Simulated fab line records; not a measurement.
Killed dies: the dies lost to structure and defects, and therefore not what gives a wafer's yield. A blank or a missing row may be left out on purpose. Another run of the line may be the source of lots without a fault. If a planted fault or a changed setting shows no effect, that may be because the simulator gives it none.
fab line records	flow n5Finfet
record lots=7	wafers=39
route steps=1938 shown WELL_APT@32 DUMMY_GATE@228
startH: hours from the record's first day to the start of the lot's first wafer shown	waitH: hours since the lot's step before	" as in the row above	L1.1+2: a single row standing in for several wafers	- no value, or no start given	* or withheld: withheld	< > ~ a bound
route shown NAME@n: a module of which the file shows steps, and the number in the route of the first	usual: average and standard deviation across the fault-free wafers	same: alike in all rows	chamber/n: place in a boat	sites: the reading at each site	_std_site: the values' standard deviation	_edge_site: the outer-site mean with the inner-site mean subtracted	radiusMm: for every site, how far away it sits from the centre of the wafer	mask NAME#n: copy n	behind: tool/chamber where the wafer was last shaped	hold: reason for holding the lot/hours on hold/outcome of the hold	device: the transistor (n, p or np) that didn't switch	end of line: tests of these same wafers at the route's end	a step with no rows: only its recipe	killed: the dies lost at the first sort to structure and to defects; this is not the yield of the wafer	map: per-die view of a wafer (x killed, . not killed, _ where there is no die)
set.NAME: the run value of the setting; set.NAME@STEP: its run value at that earlier step	model.NAME: the simulator's own value behind a step, which no gauge read
lots run with intentionally changed settings; tables by step, rows by wafer
## steps
# step N5_WELL_APT_IMPLANT_14
# recipe species=P	energyKev=160	doseCm2=1.5e+13	tiltDeg=0	rotationDeg=0
lot.wafer	tool	chamber	startH	waitH	set.energyKev	model.implant.rpNm	model.implant.drpNm
L075.1+3+5	implanter-02	0	20.09	0.1	160	200.2	65.9
L075.2+4+6	"	0	"	"	177.9	223.2	71.28
L081.1+2+3+4+5+6	implanter-01	0	56.67	0.1	160	201.9	65.9
L082.1+5+6	implanter-02	0	61.91	0.1	151.6	188.8	63.31
L082.2+3+4	"	0	"	"	160	199.6	65.9
L085.1+2+3+4+5+6	implanter-01	0	79.82	0.1	160	202.1	65.9
L090.1+3+4	implanter-02	0	109.74	0.1	160	210.5	65.9
L090.2+5+6	"	0	"	"	147.4	193.3	61.96
L092.2+3+4	implanter-02	0	122.19	0.1	160	198.6	65.9
L096.1+2+6	implanter-01	0	146.62	0.1	152.9	191.2	63.72
L096.3+4+5	"	0	"	"	160	200.4	65.9
# step N5_DUMMY_GATE_EXPOSE_12
# recipe maskId=GATE	na=0.33	sourceShape=annular	sigmaInner=0.2	sigmaOuter=0.6	polarization=unpolarized	targetCdNm=25	doseMj=34
lot.wafer	tool	chamber	startH	waitH	mask	set.doseMj
L075.1+3+4	euvScanner-02	0	53.60	-	GATE#0	35.63
L075.2+5+6	"	0	"	"	GATE#0	34
L081.1+3+5	euvScanner-02	0	89.67	-	GATE#0	35.69
L081.2+4+6	"	0	"	"	GATE#0	34
L082.1+2+6	euvScanner-02	0	93.79	-	GATE#0	34
L082.3+4+5	"	0	"	"	GATE#0	34.98
L085.1+3+4	euvScanner-02	0	111.77	-	GATE#0	31.86
L085.2+5+6	"	0	"	"	GATE#0	34
L090.1+2+6	euvScanner-01	0	141.47	-	GATE#0	34
L090.3+4+5	"	0	"	"	GATE#0	32.33
L092.2+3+4	euvScanner-01	0	154.02	-	GATE#0	34
L096.1+2+3+4+5+6	euvScanner-02	0	179.30	-	GATE#0	34
# step N5_DUMMY_GATE_PEB_13
# recipe pebTempC=100	pebTimeS=60	resist=CAR-EUV
# step N5_DUMMY_GATE_DEVELOP_14
# recipe developTimeS=30	developer=TMAH	resist=CAR-EUV	rinseLiquid=surfactantRinse	dry=airSpin	devTempC=23
# step N5_DUMMY_GATE_CD_MEAS_15
# recipe targetCdNm=25.8	landingEnergyEv=500	detector=seInlens
# usual cdNm=25.02/0.23
lot.wafer	tool	chamber	startH	waitH	set.doseMj@DUMMY_GATE_EXPOSE_12	cdNm
L075.1	cdSem-01	0	53.72	-	35.63	24.06
L075.2	"	0	"	"	34	24.98
L075.3	"	0	"	"	35.63	24.01
L075.4	"	0	"	"	35.63	24.19
L075.5	"	0	"	"	34	24.91
L075.6	"	0	"	"	34	24.84
L081.1	cdSem-01	0	89.80	-	35.69	24.60
L081.2	"	0	"	"	34	25.03
L081.3	"	0	"	"	35.69	24.35
L081.4	"	0	"	"	34	25.29
L081.5	"	0	"	"	35.69	24.28
L081.6	"	0	"	"	34	25.00
L082.1	cdSem-02	0	93.91	-	34	24.81
L082.2	"	0	"	"	34	24.90
L082.3	"	0	"	"	34.98	24.39
L082.4	"	0	"	"	34.98	24.30
L082.5	"	0	"	"	34.98	24.70
L082.6	"	0	"	"	34	24.69
L085.1	cdSem-02	0	111.90	-	31.86	26.67
L085.2	"	0	"	"	34	25.04
L085.3	"	0	"	"	31.86	26.05
L085.4	"	0	"	"	31.86	26.36
L085.5	"	0	"	"	34	25.49
L085.6	"	0	"	"	34	25.25
L090.1	cdSem-01	0	141.60	-	34	25.02
L090.2	"	0	"	"	34	24.74
L090.3	"	0	"	"	32.33	25.64
L090.4	"	0	"	"	32.33	25.67
L090.5	"	0	"	"	32.33	25.87
L090.6	"	0	"	"	34	24.89
L092.2	cdSem-01	0	154.14	-	34	24.95
L092.3	"	0	"	"	34	24.85
L092.4	"	0	"	"	34	24.69
L096.1	cdSem-02	0	179.42	-	34	25.11
L096.2	"	0	"	"	34	25.15
L096.3	"	0	"	"	34	24.96
L096.4	"	0	"	"	34	24.90
L096.5	"	0	"	"	34	25.28
L096.6	"	0	"	"	34	24.60
# step N5_DUMMY_GATE_ETCH_37
# recipe chemistry=N2/H2	target=SOC	targetDepthA=600	overetchA=300	tempC=40	ionEnergyEv=200	pressureMtorr=30	sourceW=840	biasW=150	n2FlowSccm=200	h2FlowSccm=200
# usual rfVppV=523.5/2.2
lot.wafer	tool	chamber	startH	waitH	set.sourceW	rfVppV	model.SiARC_of_DUMMY_GATE_COAT_35.thkNm
L075.1	rieDiel-04	3	54.05	0.0	975.3	495.9	4.4
L075.2	"	1	"	"	975.3	496.5	4.6
L075.3	"	0	"	"	975.3	499.0	4.6
L075.4	"	2	"	"	840	526.3	5
L075.5	"	1	"	"	840	520.6	5
L075.6	"	0	"	"	840	522.9	5
L081.1	rieDiel-04	3	90.10	0.0	840	519.4	4.8
L081.2	"	2	"	"	840	526.8	5
L081.3	"	0	"	"	679.9	562.1	5.6
L081.4	"	1	"	"	679.9	558.2	5.6
L081.5	"	0	"	"	840	523.9	5
L081.6	"	3	"	"	679.9	557.7	5.4
L082.1	rieDiel-02	1	94.19	0.0	840	519.9	5
L082.2	"	0	"	"	840	523.5	5
L082.3	"	2	"	"	840	524.1	4.8
L082.4	"	2	"	"	840	524.6	4.8
L082.5	"	0	"	"	840	523.6	5
L082.6	"	1	"	"	840	520.9	5
L085.1	rieDiel-02	1	112.29	0.0	840	519.8	5
L085.2	"	2	"	"	840	524.2	4.8
L085.3	"	0	"	"	742.5	546.1	5.4
L085.4	"	3	"	"	840	523.6	5
L085.5	"	0	"	"	742.5	545.2	5.4
L085.6	"	3	"	"	742.5	545.6	5.4
L090.1	rieDiel-05	1	141.96	0.0	840	522.8	5
L090.2	"	3	"	"	998.2	494.3	4.6
L090.3	"	0	"	"	998.2	492.8	4.6
L090.4	"	2	"	"	840	524.6	5.2
L090.5	"	2	"	"	998.2	493.7	4.6
L090.6	"	1	"	"	840	524.1	4.8
L092.2	rieDiel-02	0	154.42	0.0	840	523.6	5.2
L092.3	"	2	"	"	840	524.6	5
L092.4	"	2	"	"	840	524.5	4.8
L096.1	rieDiel-02	0	179.70	0.0	840	524.9	5
L096.2	"	1	"	"	840	528.8	5
L096.3	"	3	"	"	936.3	504.8	4.8
L096.4	"	2	"	"	936.3	507.4	4.6
L096.5	"	2	"	"	840	524.9	5
L096.6	"	1	"	"	936.3	510.6	4.6
# step N5_DUMMY_GATE_STRIP_38
# recipe chemistry=N2/H2	tempC=40	n2FlowSccm=200	h2FlowSccm=200	rfFrequencyHz=6e+07
# step N5_DUMMY_GATE_STRIP_39
# recipe chemistry=N2/H2	tempC=40	n2FlowSccm=200	h2FlowSccm=200	rfFrequencyHz=6e+07
# step N5_DUMMY_GATE_TRIM_49
# recipe chemistry=O2	resist=SOC	timeS=29	targetCdNm=14	sourcePowerW=300	biasPowerW=0	O2_flow_sccm=100	tempC=20
lot.wafer	tool	chamber	startH	waitH	set.doseMj@DUMMY_GATE_EXPOSE_12	model.DUMMY_GATE.cdNm
L075.1+3	rieSi-04	0,2	54.14	0.0	35.63	12.4
L075.2	"	3	"	"	34	13.2
L075.4	"	1	"	"	35.63	13.2
L075.5+6	"	2,1	"	"	34	13.6
L081.1	rieSi-04	2	90.18	0.0	35.69	13.2
L081.2+6	"	1,3	"	"	34	14.4
L081.3	"	0	"	"	35.69	13.6
L081.4	"	3	"	"	34	14.6
L081.5	"	0	"	"	35.69	13.4
L082.1	rieSi-06	3	94.27	0.0	34	14
L082.2	"	2	"	"	34	13.8
L082.3	"	0	"	"	34.98	13.2
L082.4+5	"	1	"	"	34.98	13.4
L082.6	"	2	"	"	34	13.6
L085.1	rieSi-03	1	112.37	0.0	31.86	15.4
L085.2	"	3	"	"	34	13.8
L085.3	"	0	"	"	31.86	15.6
L085.4	"	2	"	"	31.86	15
L085.5+6	"	3,2	"	"	34	14.4
L090.1+6	rieSi-06	2,0	142.04	0.0	34	14
L090.2	"	0	"	"	34	13.6
L090.3	"	3	"	"	32.33	14.6
L090.4	"	1	"	"	32.33	15.2
L090.5	"	1	"	"	32.33	14.8
L092.2+3+4	rieSi-04	0,2,2	154.50	0.0	34	14
L096.1+2	rieSi-04	1,2	179.78	0.0	34	14
L096.3+4	"	0,2	"	"	34	13.8
L096.5	"	1	"	"	34	14.2
L096.6	"	0	"	"	34	13.6
## key
split step=N5_WELL_APT_IMPLANT_14	setting=energyKev	stated=160	by=wafer
response step=N5_WELL_APT_IMPLANT_14	reading=model.implant.rpNm	change=+2.1	per=1%	r=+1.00
response step=N5_WELL_APT_IMPLANT_14	reading=model.implant.drpNm	change=+0.489	per=1%	r=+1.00
split step=N5_DUMMY_GATE_EXPOSE_12	setting=doseMj	stated=34	by=wafer
response step=N5_DUMMY_GATE_CD_MEAS_15	reading=cdNm	change=-0.162	per=1%	r=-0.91
response step=N5_DUMMY_GATE_TRIM_49	reading=model.DUMMY_GATE.cdNm	change=-0.188	per=1%	r=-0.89
split step=N5_DUMMY_GATE_ETCH_37	setting=sourceW	stated=840	by=wafer
response step=N5_DUMMY_GATE_ETCH_37	reading=rfVppV	change=-1.73	per=1%	r=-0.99
response step=N5_DUMMY_GATE_ETCH_37	reading=model.SiARC_of_DUMMY_GATE_COAT_35.thkNm	change=-0.0287	per=1%	r=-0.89
